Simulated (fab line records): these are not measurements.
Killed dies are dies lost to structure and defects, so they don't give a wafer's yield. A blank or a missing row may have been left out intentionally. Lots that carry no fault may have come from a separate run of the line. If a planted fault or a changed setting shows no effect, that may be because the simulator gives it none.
fab line records    flow n5Finfet
record: lots: 7  wafers: 21
route steps=1938 shown FIN_SAQP@147 DUMMY_GATE@222 SDB@348 MOL_CONTACT_COAG@581
startH: start of the lot's first displayed wafer, in hours after the record's first day    waitH: time in hours since the lot's previous step    " repeats the value in the row above    L1.1+2: a row that stands for several wafers    - no value present, or no start provided    * or withheld: withheld    < > ~ a bound
route shown NAME@n: names a module that has steps shown in the file, with the first one's number in the route    usual: mean/standard deviation of fault-free wafers    same: alike in all rows    chamber/n: place in a boat    sites: the reading at each site    _std_site: how widely they spread, as a standard deviation    _edge_site: outer sites' mean less inner sites'    radiusMm: how far each site lies from the wafer's centre    mask NAME#n: copy n    behind: tool/chamber where the wafer was last shaped    hold: what put the lot on hold/how long, in hours/how the hold closed    device: the transistor (n, p or np) that didn't switch    end of line: at the end of the route, the tests of the same wafers    for a step that has no rows: nothing shown but its recipe    killed: dies that structure and defects cost at the first sort, which is not the same as the wafer's yield    map: per-die view of a wafer (x killed, . not killed, _ where there is no die)
set.NAME: the setting that was run; set.NAME@STEP: the one run at that earlier step    model.NAME: the simulator's own value behind a step, which no gauge read
lots with deliberately changed settings; one table per step, one row per wafer
== steps ==
step: N5_FIN_SAQP_FIN_ETCH_36
recipe: chemistry: HBr/Cl2/O2  targetDepthA: 1200  maskMaterial: SiNx  timeS: 50.4  biasW: 102  pressureMtorr: 10  icpW: 800  HBr_flow_sccm: 150  Cl2_flow_sccm: 80  O2_flow_sccm: 12
usual: oesProductAu: 1.012/0.017
lot.wafer  tool      chamber  startH  waitH  set.icpW  oesProductAu  model.FIN_SAQP.featureDepthNm  model.etch.depthNm
L074.2     rieSi-02  1        28.53   0.0    800       1.011         120                            119.9
L074.3     "         3        "       "      800       1.004         121                            121.1
L074.4     "         0        "       "      800       1.015         119.4                          119.4
L079.3     rieSi-02  1        57.72   0.0    659       0.941         108.8                          108.9
L079.4     "         3        "       "      659       0.925         108.2                          108.3
L079.5     "         1        "       "      800       1.014         119.6                          119.7
L081.1     rieSi-03  2        69.65   0.0    697.2     0.959         113                            113.1
L081.3     "         0        "       "      697.2     1.000         115.6                          115.7
L081.5     "         0        "       "      800       1.060         124.2                          124.2
L082.1     rieSi-01  3        75.37   0.0    914.4     1.048         128.2                          128.2
L082.2     "         2        "       "      800       0.993         120.4                          120.5
L082.4     "         0        "       "      800       1.027         119.8                          119.9
L083.2     rieSi-03  3        82.26   0.0    800       1.006         121.2                          121.1
L083.4     "         2        "       "      800       0.988         118.6                          118.5
L083.5     "         0        "       "      857.1     1.063         126.6                          126.7
L087.2     rieSi-01  3        105.51  0.0    735.3     0.973         115.4                          115.5
L087.4     "         2        "       "      735.3     0.954         113.6                          113.6
L087.5     "         2        "       "      735.3     0.959         114.4                          114.3
L097.1     rieSi-01  1        164.50  0.0    800       1.046         123.2                          123.2
L097.3     "         0        "       "      800       1.020         118.8                          118.9
L097.6     "         1        "       "      800       1.047         122.2                          122.3
step: N5_FIN_SAQP_PRECLEAN_38
recipe: chemistry: O3/DIW  timeS: 45  tempC: 22  o3Ppm: 10
step: N5_FIN_SAQP_PRECLEAN_45
recipe: chemistry: dHF  timeS: 10  dilution: 500:1  tempC: 25
step: N5_FIN_SAQP_SRD_39
recipe: dry: ipaMarangoni  timeS: 30  tempC: 23  rinseLiquid: diw
step: N5_FIN_SAQP_OCD_MEAS_76
usual: trenchDepthNm: 120.2/1.4
lot.wafer  tool    chamber  startH  waitH  set.icpW@FIN_SAQP_FIN_ETCH_36  trenchDepthNm
L074.2     ocd-01  -        28.75   0.0    800                            119.8
L074.3     "       -        "       "      800                            121.4
L074.4     "       -        "       "      800                            119.4
L079.3     ocd-01  -        57.97   0.0    659                            108.9
L079.4     "       -        "       "      659                            108.6
L079.5     "       -        "       "      800                            120.0
L081.1     ocd-01  -        69.87   0.0    697.2                          112.5
L081.3     "       -        "       "      697.2                          115.9
L081.5     "       -        "       "      800                            124.0
L082.1     ocd-01  -        75.60   0.0    914.4                          128.4
L082.2     "       -        "       "      800                            120.6
L082.4     "       -        "       "      800                            119.4
L083.2     ocd-01  -        82.48   0.0    800                            121.1
L083.4     "       -        "       "      800                            118.0
L083.5     "       -        "       "      857.1                          126.5
L087.2     ocd-02  -        105.73  0.0    735.3                          115.2
L087.4     "       -        "       "      735.3                          114.4
L087.5     "       -        "       "      735.3                          113.8
L097.1     ocd-02  -        164.71  0.0    800                            123.6
L097.3     "       -        "       "      800                            118.5
L097.6     "       -        "       "      800                            122.1
step: N5_DUMMY_GATE_COAT_34
recipe: resist: SOC  tempC: 250  timeS: 60  spinRpm: 1500  resistThkNm: 60
lot.wafer   tool           chamber  startH  waitH  set.spinRpm  model.SOC_of_DUMMY_GATE_COAT_34.thkNm
L074.2+3    lithoTrack-01  0        47.84   0.0    1500         59.8
L074.4      "              0        "       "      1500         59.6
L079.3      lithoTrack-01  0        80.27   0.0    1544         59.2
L079.4      "              0        "       "      1500         60.2
L079.5      "              0        "       "      1544         59
L081.1+3+5  lithoTrack-05  0        88.46   0.1    1500         60
L083.2+5    lithoTrack-05  0        101.60  0.1    1662         57.2
L083.4      "              0        "       "      1500         60.4
L082.1      lithoTrack-05  0        103.85  0.0    1442         61.2
L082.2      "              0        "       "      1442         61.4
L082.4      "              0        "       "      1500         60
L087.2      lithoTrack-01  0        124.70  0.0    1500         60
L087.4      "              0        "       "      1421         61.4
L087.5      "              0        "       "      1421         61.6
L097.1+6    lithoTrack-05  0        183.62  0.0    1500         60
L097.3      "              0        "       "      1500         60.2
step: N5_DUMMY_GATE_EXPOSE_12
recipe: maskId: GATE  na: 0.33  sourceShape: annular  sigmaInner: 0.2  sigmaOuter: 0.6  polarization: unpolarized  targetCdNm: 25  doseMj: 34
lot.wafer   tool           chamber  startH  waitH  mask    set.doseMj
L074.2+3+4  euvScanner-02  0        47.99   -      GATE#0  34
L079.3+4    euvScanner-01  0        80.42   -      GATE#0  35.47
L079.5      "              0        "       "      GATE#0  34
L081.1+3+5  euvScanner-01  0        88.73   -      GATE#0  34.84
L083.2+5    euvScanner-01  0        101.75  -      GATE#0  34
L083.4      "              0        "       "      GATE#0  32.69
L082.1+2    euvScanner-01  0        103.99  -      GATE#0  36.02
L082.4      "              0        "       "      GATE#0  34
L087.2+4    euvScanner-01  0        124.84  -      GATE#0  34
L087.5      "              0        "       "      GATE#0  32.5
L097.1+3    euvScanner-01  0        183.88  -      GATE#0  34
L097.6      "              0        "       "      GATE#0  34.69
step: N5_DUMMY_GATE_PEB_13
recipe: pebTempC: 100  pebTimeS: 60  resist: CAR-EUV
step: N5_DUMMY_GATE_DEVELOP_14
recipe: developTimeS: 30  developer: TMAH  resist: CAR-EUV  rinseLiquid: surfactantRinse  dry: airSpin  devTempC: 23
step: N5_DUMMY_GATE_CD_MEAS_15
recipe: targetCdNm: 25.8  landingEnergyEv: 500  detector: seInlens
usual: cdNm: 24.97/0.23
lot.wafer  tool      chamber  startH  waitH  set.doseMj@DUMMY_GATE_EXPOSE_12  cdNm
L074.2     cdSem-01  0        48.11   -      34                               24.90
L074.3     "         0        "       "      34                               25.06
L074.4     "         0        "       "      34                               24.85
L079.3     cdSem-02  0        80.54   -      35.47                            23.89
L079.4     "         0        "       "      35.47                            24.05
L079.5     "         0        "       "      34                               24.85
L081.1     cdSem-01  0        88.85   -      34.84                            24.74
L081.3     "         0        "       "      34.84                            24.78
L081.5     "         0        "       "      34.84                            24.79
L083.2     cdSem-03  0        101.87  -      34                               24.91
L083.4     "         0        "       "      32.69                            25.64
L083.5     "         0        "       "      34                               25.33
L082.1     cdSem-02  0        104.11  -      36.02                            24.03
L082.2     "         0        "       "      36.02                            24.08
L082.4     "         0        "       "      34                               25.02
L087.2     cdSem-03  0        124.97  -      34                               25.01
L087.4     "         0        "       "      34                               24.75
L087.5     "         0        "       "      32.5                             26.19
L097.1     cdSem-02  0        184.01  -      34                               24.91
L097.3     "         0        "       "      34                               25.21
L097.6     "         0        "       "      34.69                            24.51
step: N5_DUMMY_GATE_ETCH_29
recipe: chemistry: N2/H2  target: underlayer  targetDepthA: 130  ionEnergyEv: 200  pressureMtorr: 30  sourceW: 840  biasW: 150  n2FlowSccm: 200  h2FlowSccm: 200
step: N5_DUMMY_GATE_ETCH_36
recipe: chemistry: CF4  target: SiARC  targetDepthA: 130  pressureMtorr: 40  sourceW: 545  biasW: 36  Ar_flow_sccm: 100  cf4FlowSccm: 100  ionEnergyEv: 80
step: N5_DUMMY_GATE_ETCH_37
recipe: chemistry: N2/H2  target: SOC  targetDepthA: 600  overetchA: 300  tempC: 40  ionEnergyEv: 200  pressureMtorr: 30  sourceW: 840  biasW: 150  n2FlowSccm: 200  h2FlowSccm: 200
lot.wafer  tool        chamber  startH  waitH  set.spinRpm@DUMMY_GATE_COAT_34  model.etch.depthNm
L074.2     rieDiel-04  3        48.38   0.0    1500                            59.78
L074.3     "           0        "       "      1500                            59.74
L074.4     "           2        "       "      1500                            59.68
L079.3     rieDiel-02  3        80.81   0.0    1544                            59.19
L079.4     "           2        "       "      1500                            60.17
L079.5     "           2        "       "      1544                            58.99
L081.1     rieDiel-02  3        89.13   0.0    1500                            59.92
L081.3     "           1        "       "      1500                            60.01
L081.5     "           0        "       "      1500                            59.93
L083.2     rieDiel-05  2        102.14  0.0    1662                            57.15
L083.4     "           3        "       "      1500                            60.31
L083.5     "           3        "       "      1662                            57.21
L082.1     rieDiel-04  1        104.58  0.0    1442                            61.19
L082.2     "           0        "       "      1442                            61.36
L082.4     "           3        "       "      1500                            59.98
L087.2     rieDiel-04  1        125.24  0.0    1500                            59.99
L087.4     "           0        "       "      1421                            61.45
L087.5     "           2        "       "      1421                            61.51
L097.1     rieDiel-04  1        184.28  0.0    1500                            59.95
L097.3     "           0        "       "      1500                            60.12
L097.6     "           0        "       "      1500                            60.09
step: N5_DUMMY_GATE_STRIP_38
recipe: chemistry: N2/H2  tempC: 40  n2FlowSccm: 200  h2FlowSccm: 200  rfFrequencyHz: 6e+07
step: N5_DUMMY_GATE_STRIP_39
recipe: chemistry: N2/H2  tempC: 40  n2FlowSccm: 200  h2FlowSccm: 200  rfFrequencyHz: 6e+07
step: N5_DUMMY_GATE_STRIP_40
recipe: chemistry: CF4  resist: SiARC  powerW: 300  biasPowerW: 75  pressureMtorr: 50  cf4FlowSccm: 150  rfFrequencyHz: 6e+07
step: N5_DUMMY_GATE_ETCH_31
recipe: chemistry: C4F6/O2  target: SiO2  maskMaterial: SOC  targetDepthA: 825  timeS: 27.5  ionEnergyEv: 250  pressureMtorr: 30  sourceW: 345  biasW: 185  Ar_flow_sccm: 300  C4F6_flow_sccm: 10  O2_flow_sccm: 10
lot.wafer  tool        chamber  startH  waitH  set.spinRpm@DUMMY_GATE_COAT_34  model.SOC_of_DUMMY_GATE_COAT_34.thkNm
L074.2+4   rieDiel-04  0,3      48.66   0.0    1500                            51.4
L074.3     "           2        "       "      1500                            51.6
L079.3+5   rieDiel-05  2,3      81.09   0.0    1544                            51
L079.4     "           0        "       "      1500                            52.2
L081.1+5   rieDiel-05  1,2      89.47   0.1    1500                            51.8
L081.3     "           3        "       "      1500                            52
L083.2     rieDiel-02  1        102.42  0.0    1662                            49.2
L083.4     "           1        "       "      1500                            52.2
L083.5     "           0        "       "      1662                            49
L082.1     rieDiel-04  2        104.86  0.0    1442                            53.2
L082.2     "           1        "       "      1442                            52.8
L082.4     "           3        "       "      1500                            51.2
L087.2     rieDiel-02  3        125.52  0.0    1500                            51.6
L087.4+5   "           0,3      "       "      1421                            53.2
L097.1+6   rieDiel-04  1,3      184.57  0.0    1500                            51.6
L097.3     "           2        "       "      1500                            51.8
step: N5_SDB_COAT_03
recipe: resist: SOC  tempC: 250  timeS: 60  spinRpm: 1500  resistThkNm: 100
lot.wafer  tool           chamber  startH  waitH  set.spinRpm  model.SOC_of_SDB_COAT_03.thkNm
L074.2+3   lithoTrack-03  0        67.61   0.1    1500         99.8
L074.4     "              0        "       "      1500         99.6
L079.3     lithoTrack-03  0        99.75   0.1    1500         99.8
L079.4+5   "              0        "       "      1500         99.6
L081.1     lithoTrack-05  0        111.33  0.1    1500         100.8
L081.3     "              0        "       "      1500         100.6
L081.5     "              0        "       "      1653         95.4
L083.2+4   lithoTrack-03  0        121.79  0.1    1555         98.4
L083.5     "              0        "       "      1555         98
L082.1     lithoTrack-04  0        123.37  0.1    1554         98.2
L082.2     "              0        "       "      1500         100
L082.4     "              0        "       "      1554         98.4
L087.2     lithoTrack-04  0        142.99  0.1    1500         100
L087.4     "              0        "       "      1500         99.8
L087.5     "              0        "       "      1545         98.6
L097.1+3   lithoTrack-05  0        204.48  0.1    1350         105.2
L097.6     "              0        "       "      1500         99.8
step: N5_SDB_COAT_04
recipe: resist: SiARC  tempC: 220  timeS: 60  spinRpm: 1500  resistThkNm: 18
lot.wafer   tool           chamber  startH  waitH  set.spinRpm  model.SiARC_of_SDB_COAT_04.thkNm
L074.2+3+4  lithoTrack-03  0        -       -      1500         18
L079.3+4+5  lithoTrack-03  0        -       -      1500         18
L081.1+3    lithoTrack-05  0        -       -      1500         18
L081.5      "              0        "       "      1375         18.8
L083.2+4+5  lithoTrack-03  0        -       -      1500         18
L082.1      lithoTrack-04  0        -       -      1419         18.8
L082.2      "              0        "       "      1419         18.6
L082.4      "              0        "       "      1500         18.2
L087.2+5    lithoTrack-04  0        -       -      1500         18
L087.4      "              0        "       "      1394         18.8
L097.1+3    lithoTrack-05  0        -       -      1392         18.8
L097.6      "              0        "       "      1500         18
step: N5_SDB_COAT_05
recipe: resist: CAR-ArF  spinRpm: 1500  resistThkNm: 90
step: N5_SDB_EBR_07
recipe: solvent: PGMEA  ebrWidthMm: 1.5
step: N5_SDB_DESCUM_16
recipe: chemistry: O2  timeS: 7.9  sourcePowerW: 50  biasPowerW: 20  pressureMtorr: 20  rfFrequencyHz: 2.712e+07  tempC: 40  resist: CAR-ArF  o2FlowSccm: 225
step: N5_SDB_ETCH_17
recipe: chemistry: CF4  target: SiARC  targetDepthA: 234  maskMaterial: CAR-ArF  timeS: 39  ionEnergyEv: 80  pressureMtorr: 40  sourceW: 545  biasW: 36  Ar_flow_sccm: 100  cf4FlowSccm: 100  ends: cleared
lot.wafer  tool        chamber  startH  waitH  set.spinRpm@SDB_COAT_04  model.etch.depthNm
L074.2     rieDiel-03  1        68.29   0.0    1500                     18.01
L074.3     "           2        "       "      1500                     17.98
L074.4     "           1        "       "      1500                     18.05
L079.3     rieDiel-03  1        100.24  0.0    1500                     18.08
L079.4     "           0        "       "      1500                     18.02
L079.5     "           3        "       "      1500                     18.04
L081.1     rieDiel-01  2        112.27  0.0    1500                     18.1
L081.3     "           3        "       "      1500                     18.07
L081.5     "           1        "       "      1375                     18.89
L083.2+4   rieDiel-03  3        122.18  0.0    1500                     18
L083.5     "           1        "       "      1500                     17.91
L082.1     rieDiel-03  1        123.87  0.0    1419                     18.72
L082.2     "           2        "       "      1419                     18.68
L082.4     "           3        "       "      1500                     18.14
L087.2+5   rieDiel-03  2,1      143.40  0.0    1500                     18.02
L087.4     "           0        "       "      1394                     18.71
L097.1     rieDiel-01  1        205.04  0.0    1392                     18.7
L097.3     "           3        "       "      1392                     18.73
L097.6     "           2        "       "      1500                     18.01
step: N5_SDB_ETCH_18
recipe: chemistry: N2/H2  target: SOC  targetDepthA: 1000  overetchA: 200  maskMaterial: SiARC  tempC: 40  timeS: 150  ionEnergyEv: 200  pressureMtorr: 30  sourceW: 840  biasW: 150  n2FlowSccm: 200  h2FlowSccm: 200
lot.wafer  tool        chamber  startH  waitH  set.spinRpm@SDB_COAT_03  set.spinRpm@SDB_COAT_04  model.etch.depthNm  model.SiARC_of_SDB_COAT_04.thkNm
L074.2     rieDiel-03  1        68.33   0.0    1500                     1500                     99.7                12.8
L074.3     "           2        "       "      1500                     1500                     99.72               12.6
L074.4     "           1        "       "      1500                     1500                     99.56               12.8
L079.3     rieDiel-03  1        100.28  0.0    1500                     1500                     99.72               12.8
L079.4     "           0        "       "      1500                     1500                     99.64               13
L079.5     "           3        "       "      1500                     1500                     99.57               12.6
L081.1     rieDiel-01  2        112.30  0.0    1500                     1500                     100.8               12.8
L081.3     "           3        "       "      1500                     1500                     100.5               12.8
L081.5     "           1        "       "      1653                     1375                     95.45               13.6
L083.2     rieDiel-03  3        122.21  0.0    1555                     1500                     98.36               12.4
L083.4     "           3        "       "      1555                     1500                     98.47               12.6
L083.5     "           1        "       "      1555                     1500                     97.95               12.8
L082.1     rieDiel-03  1        123.91  0.0    1554                     1419                     98.22               13.6
L082.2     "           2        "       "      1500                     1419                     100                 13.2
L082.4     "           3        "       "      1554                     1500                     98.37               12.6
L087.2     rieDiel-03  2        143.44  0.0    1500                     1500                     99.99               12.6
L087.4     "           0        "       "      1500                     1394                     99.86               13.6
L087.5     "           1        "       "      1545                     1500                     98.65               12.8
L097.1+3   rieDiel-01  1,3      205.07  0.0    1350                     1392                     105.2               13.6
L097.6     "           2        "       "      1500                     1500                     99.74               12.8
step: N5_SDB_STRIP_19
recipe: chemistry: N2/H2  tempC: 40  n2FlowSccm: 200  h2FlowSccm: 200  rfFrequencyHz: 6e+07
step: N5_SDB_STRIP_21
recipe: chemistry: CF4  resist: SiARC  powerW: 300  biasPowerW: 75  pressureMtorr: 50  cf4FlowSccm: 150  rfFrequencyHz: 6e+07
step: N5_SDB_HM_OPEN_20
recipe: chemistry: CH3F/O2  target: SiNx  maskMaterial: SOC  targetDepthA: 240  stopOn: poly-Si  overEtchFrac: 0.4  ionEnergyEv: 120  pressureMtorr: 30  sourceW: 395  biasW: 73  Ar_flow_sccm: 150  CH3F_flow_sccm: 30  O2_flow_sccm: 20
lot.wafer   tool        chamber  startH  waitH  set.spinRpm@SDB_COAT_03  model.SOC_of_SDB_COAT_03.thkNm
L074.2+3+4  rieDiel-03  1,2,1    68.49   0.0    1500                     83.6
L079.3+4    rieDiel-03  1,0      100.43  0.0    1500                     83.6
L079.5      "           3        "       "      1500                     83.2
L081.1+3    rieDiel-01  2,3      112.46  0.0    1500                     84.6
L081.5      "           1        "       "      1653                     79.4
L083.2+5    rieDiel-03  3,1      122.37  0.0    1555                     82
L083.4      "           3        "       "      1555                     82.2
L082.1      rieDiel-03  1        124.07  0.0    1554                     82
L082.2      "           2        "       "      1500                     83.8
L082.4      "           3        "       "      1554                     81.8
L087.2      rieDiel-03  2        143.59  0.0    1500                     83.8
L087.4      "           0        "       "      1500                     84.4
L087.5      "           1        "       "      1545                     82.6
L097.1      rieDiel-01  1        205.23  0.0    1350                     89
L097.3      "           3        "       "      1350                     89.2
L097.6      "           2        "       "      1500                     83.6
step: N5_SDB_STRIP_22
recipe: chemistry: N2/H2  powerW: 1000  tempC: 250  h2Frac: 0.65  overashFraction: 0.3  pressureMtorr: withheld  n2FlowSccm: 1750  h2FlowSccm: 3250
usual: stripTimeToEndpointS: 96.2/0.38
lot.wafer  tool            chamber  startH  waitH  set.spinRpm@SDB_COAT_03  stripTimeToEndpointS
L074.2     plasmaAsher-02  0        68.57   0.1    1500                     95.8
L074.3     "               1        "       "      1500                     95.9
L074.4     "               0        "       "      1500                     95.8
L079.3     plasmaAsher-02  0        100.55  0.1    1500                     95.9
L079.4     "               1        "       "      1500                     95.9
L079.5     "               1        "       "      1500                     95.4
L081.1     plasmaAsher-02  0        112.54  0.1    1500                     96.8
L081.3     "               1        "       "      1500                     96.7
L081.5     "               0        "       "      1653                     91.9
L083.2     plasmaAsher-02  0        122.45  0.1    1555                     94.4
L083.4     "               1        "       "      1555                     94.4
L083.5     "               1        "       "      1555                     94.3
L082.1     plasmaAsher-02  0        124.15  0.1    1554                     94.4
L082.2     "               1        "       "      1500                     96.1
L082.4     "               1        "       "      1554                     94.0
L087.2     plasmaAsher-01  1        143.67  0.1    1500                     96.0
L087.4     "               1        "       "      1500                     96.5
L087.5     "               1        "       "      1545                     94.9
L097.1     plasmaAsher-02  0        205.32  0.1    1350                     101.0
L097.3     "               0        "       "      1350                     101.2
L097.6     "               1        "       "      1500                     95.9
step: N5_MOL_CONTACT_COAG_ETCH_91
recipe: chemistry: N2/H2  target: SOC  targetDepthA: 600  overetchA: 210  maskMaterial: SiARC  tempC: 40  timeS: 101.2  ionEnergyEv: 200  pressureMtorr: 30  sourceW: 840  biasW: 150  n2FlowSccm: 200  h2FlowSccm: 200
usual: rfVppV: 524.9/2.7
lot.wafer  tool        chamber  startH  waitH  set.sourceW  rfVppV
L074.2     rieDiel-03  0        102.60  0.0    840          524.9
L074.3     "           1        "       "      840          523.0
L074.4     "           2        "       "      840          520.3
L079.3     rieDiel-03  2        131.94  0.0    725.4        547.1
L079.4     "           3        "       "      725.4        555.2
L079.5     "           1        "       "      840          524.4
L081.1     rieDiel-03  2        146.01  0.0    840          520.3
L081.3     "           3        "       "      840          527.5
L081.5     "           1        "       "      840          525.4
L082.1     rieDiel-06  3        156.69  0.0    719.7        555.4
L082.2     "           1        "       "      840          526.4
L082.4     "           0        "       "      840          528.1
L083.2     rieDiel-06  2        158.91  0.0    840          520.5
L083.4     "           1        "       "      759.8        542.3
L083.5     "           1        "       "      759.8        543.5
L087.2     rieDiel-01  1        177.41  0.0    840          521.0
L087.4     "           3        "       "      840          525.1
L087.5     "           0        "       "      840          525.5
L097.1     rieDiel-06  0        236.45  0.0    840          527.8
L097.3     "           2        "       "      743.8        542.3
L097.6     "           1        "       "      840          523.9
step: N5_MOL_CONTACT_COAG_VIA_ETCH_46
recipe: chemistry: C4F6/O2  targetDepthA: 460  overetchA: 92  maskMaterial: SOC  target: SiO2  biasW: 455  pressureMtorr: 10  timeS: 40  sourceW: 325  Ar_flow_sccm: 300  C4F6_flow_sccm: 10  O2_flow_sccm: 10  ionEnergyEv: 575.3  ends: endPoint
usual: rfVppV: 1591/25
lot.wafer  tool        chamber  startH  waitH  set.biasW  rfVppV
L074.2     rieDiel-03  0        102.72  0.0    455        1604
L074.3     "           1        "       "      455        1560
L074.4     "           2        "       "      455        1623
L079.3     rieDiel-03  2        132.06  0.0    455        1625
L079.4     "           3        "       "      455        1627
L079.5     "           1        "       "      455        1559
L081.1     rieDiel-03  2        146.13  0.0    455        1623
L081.3     "           3        "       "      455        1626
L081.5     "           1        "       "      420.1      1469
L082.1     rieDiel-06  3        156.81  0.0    431.9      1542
L082.2     "           1        "       "      431.9      1516
L082.4     "           0        "       "      455        1582
L083.2     rieDiel-06  2        159.04  0.0    455        1562
L083.4     "           1        "       "      455        1579
L083.5     "           1        "       "      428.6      1509
L087.2     rieDiel-01  1        177.54  0.0    417.1      1457
L087.4     "           3        "       "      455        1604
L087.5     "           0        "       "      455        1607
L097.1     rieDiel-06  0        236.58  0.0    455        1580
L097.3     "           2        "       "      519.9      1723
L097.6     "           1        "       "      519.9      1741
== key ==
split: step: N5_FIN_SAQP_FIN_ETCH_36  setting: icpW  stated: 800  by: wafer
response: step: N5_FIN_SAQP_FIN_ETCH_36  reading: oesProductAu  change: +0.00476  per: 1%  r: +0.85
response: step: N5_FIN_SAQP_FIN_ETCH_36  reading: model.FIN_SAQP.featureDepthNm  change: +0.665  per: 1%  r: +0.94
response: step: N5_FIN_SAQP_FIN_ETCH_36  reading: model.etch.depthNm  change: +0.665  per: 1%  r: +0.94
response: step: N5_FIN_SAQP_OCD_MEAS_76  reading: trenchDepthNm  change: +0.676  per: 1%  r: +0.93
split: step: N5_DUMMY_GATE_COAT_34  setting: spinRpm  stated: 1500  by: wafer
response: step: N5_DUMMY_GATE_COAT_34  reading: model.SOC_of_DUMMY_GATE_COAT_34.thkNm  change: -0.302  per: 1%  r: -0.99
response: step: N5_DUMMY_GATE_ETCH_37  reading: model.etch.depthNm  change: -0.297  per: 1%  r: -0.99
response: step: N5_DUMMY_GATE_ETCH_31  reading: model.SOC_of_DUMMY_GATE_COAT_34.thkNm  change: -0.312  per: 1%  r: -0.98
split: step: N5_DUMMY_GATE_EXPOSE_12  setting: doseMj  stated: 34  by: wafer
response: step: N5_DUMMY_GATE_CD_MEAS_15  reading: cdNm  change: -0.199  per: 1%  r: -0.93
split: step: N5_SDB_COAT_03  setting: spinRpm  stated: 1500  by: wafer
response: step: N5_SDB_COAT_03  reading: model.SOC_of_SDB_COAT_03.thkNm  change: -0.522  per: 1%  r: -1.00
response: step: N5_SDB_ETCH_18  reading: model.etch.depthNm  change: -0.522  per: 1%  r: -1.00
response: step: N5_SDB_HM_OPEN_20  reading: model.SOC_of_SDB_COAT_03.thkNm  change: -0.528  per: 1%  r: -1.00
response: step: N5_SDB_STRIP_22  reading: stripTimeToEndpointS  change: *  per: 1%  r: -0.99
split: step: N5_SDB_COAT_04  setting: spinRpm  stated: 1500  by: wafer
response: step: N5_SDB_COAT_04  reading: model.SiARC_of_SDB_COAT_04.thkNm  change: -0.104  per: 1%  r: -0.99
response: step: N5_SDB_ETCH_17  reading: model.etch.depthNm  change: -0.0983  per: 1%  r: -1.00
response: step: N5_SDB_ETCH_18  reading: model.SiARC_of_SDB_COAT_04.thkNm  change: -0.115  per: 1%  r: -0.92
split: step: N5_MOL_CONTACT_COAG_ETCH_91  setting: sourceW  stated: 840  by: wafer
response: step: N5_MOL_CONTACT_COAG_ETCH_91  reading: rfVppV  change: -1.91  per: 1%  r: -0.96
split: step: N5_MOL_CONTACT_COAG_VIA_ETCH_46  setting: biasW  stated: 455  by: wafer
response: step: N5_MOL_CONTACT_COAG_VIA_ETCH_46  reading: rfVppV  change: +13.3  per: 1%  r: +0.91
